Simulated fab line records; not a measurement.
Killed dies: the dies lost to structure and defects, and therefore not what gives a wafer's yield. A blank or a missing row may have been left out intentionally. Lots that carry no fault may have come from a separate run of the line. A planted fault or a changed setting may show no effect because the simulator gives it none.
Which tool was responsible? | flow nand-harc | route of 1302 steps, sampled at 1 step: 13 lots, 39 wafers

## WHAT EACH GAUGE READ, for each wafer
NHARC_P_STI_INSPECT_25. Usual: raw-defect-count 213, standard deviation 74.
lot  | measured     | on                | raw-defect-count | flag
L933 | day 4 05:31  | defect-inspect-02 | 186 135 119      |
L935 | day 4 19:20  | defect-inspect-01 | 306 196 215      |
L936 | day 5 12:17  | defect-inspect-02 | 349 215 139      |
L940 | day 6 19:26  | defect-inspect-01 | 148 216 242      |
L945 | day 9 04:13  | defect-inspect-01 | 288 110 225      |
L946 | day 10 00:37 | defect-inspect-02 | 265 220 401      |
L948 | day 10 17:52 | defect-inspect-02 | 246 296 154      |
L949 | day 11 00:34 | defect-inspect-01 | 298 348 283      |
L950 | day 11 06:34 | defect-inspect-01 | 155 230 155      |
L951 | day 11 22:50 | defect-inspect-01 | 151 163 160      |
L954 | day 12 22:36 | defect-inspect-01 | 234 269 253      |
L955 | day 13 02:07 | defect-inspect-01 | 144 157 143      |
L956 | day 13 12:49 | defect-inspect-01 | 143 129 208      |

## WHAT TOOL EACH LOT RAN ON (gives the tool, then ch and the chambers of the sampled wafers, and finally the start)
Record: no process step prior to these readings.

## AS READ BY THE TOOLS THEMSELVES (means over the sampled wafers that have a number; for cases with no such wafer, the mark the record gives instead)
The record holds no such reading with a usual standard deviation.

## THE ANSWER, worked out from the rows above alone
Rule: lot off if the mean of its wafers having a number is beyond 3 standard deviations from the usual mean. A lot without any number at a reading at which 4 lots or more have one is off too. Any other lot the step has rows for is counted as sound. The gauges are gone through in route order, then the tools' own readings, and for those a lot's mean is taken as printed above. At the first step where some lot is off, the reading lying furthest off is the one used; lots without a number count as furthest.
Across all readings shown, no lot is off: no conclusion can be drawn from this.

## WHAT THE SIMULATOR PUT IN
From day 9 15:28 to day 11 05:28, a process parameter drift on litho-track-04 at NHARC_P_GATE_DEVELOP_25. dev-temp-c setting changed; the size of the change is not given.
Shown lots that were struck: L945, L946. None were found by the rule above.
